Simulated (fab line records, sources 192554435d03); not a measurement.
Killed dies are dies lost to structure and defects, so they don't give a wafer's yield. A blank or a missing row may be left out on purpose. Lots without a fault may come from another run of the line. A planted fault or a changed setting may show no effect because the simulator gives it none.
Chamber matching | flow n5_finfet | N5_BEOL_M9_STRIP_67 on rie_diel-01: 4 sister chambers
The step strips in CF4. 8 wafers are shown with their chamber, then 9 later ones without.

WAFERS WITH THEIR CHAMBER
wafer  | chamber | drypump_motor_current_A (A) | showerhead_plenum_p_Torr (Torr)
L079.3 | 2       | 6.3                         | 1.74
L080.6 | 1       | 5.5                         | 1.77
L082.1 | 0       | 5.7                         | 1.78
L082.3 | 3       | 5.4                         | 1.79
L082.5 | 0       | 5.7                         | 1.78
L087.1 | 3       | 5.5                         | 1.78
L087.2 | 2       | 6.3                         | 1.73
L087.3 | 1       | 5.5                         | 1.77

WAFERS WITHOUT THEIR CHAMBER
wafer  | drypump_motor_current_A (A) | showerhead_plenum_p_Torr (Torr)
L091.1 | 5.4                         | 1.78
L091.2 | 6.3                         | 1.73
L091.6 | 5.7                         | 1.78
L094.2 | 6.3                         | 1.73
L094.3 | 5.6                         | 1.77
L094.5 | 5.7                         | 1.77
L093.1 | 6.2                         | 1.73
L093.2 | 5.4                         | 1.78
L093.3 | 5.7                         | 1.77

WHICH CHAMBER EACH WENT THROUGH
wafer  | from the rows above     | in truth
L091.1 | can't be placed: 3 or 1 | 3
L091.2 | 2                       | 2
L091.6 | 0                       | 0
L094.2 | 2                       | 2
L094.3 | can't be placed: 1 or 0 | 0
L094.5 | 0                       | 0
L093.1 | 2                       | 2
L093.2 | can't be placed: 3 or 1 | 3
L093.3 | 0                       | 0
Placed correctly: 6 of 9. Can't be placed from these rows: 3 (the true chamber is among the candidates in 3). Placed wrongly: 0.
How it was worked out, from the rows above alone: a wafer's distance from a chamber is the root of the sum, over the readings, of the square of ((its reading less the chamber's mean) divided by the reading's scatter). The wafer belongs to the nearest chamber; if the next one is less than 2 further off, it can't be placed. A chamber's mean is the mean of its shown wafers. The scatter: the root of (the sum of the squares of (reading less its chamber's mean) over the shown wafers, divided by (wafers less chambers)).
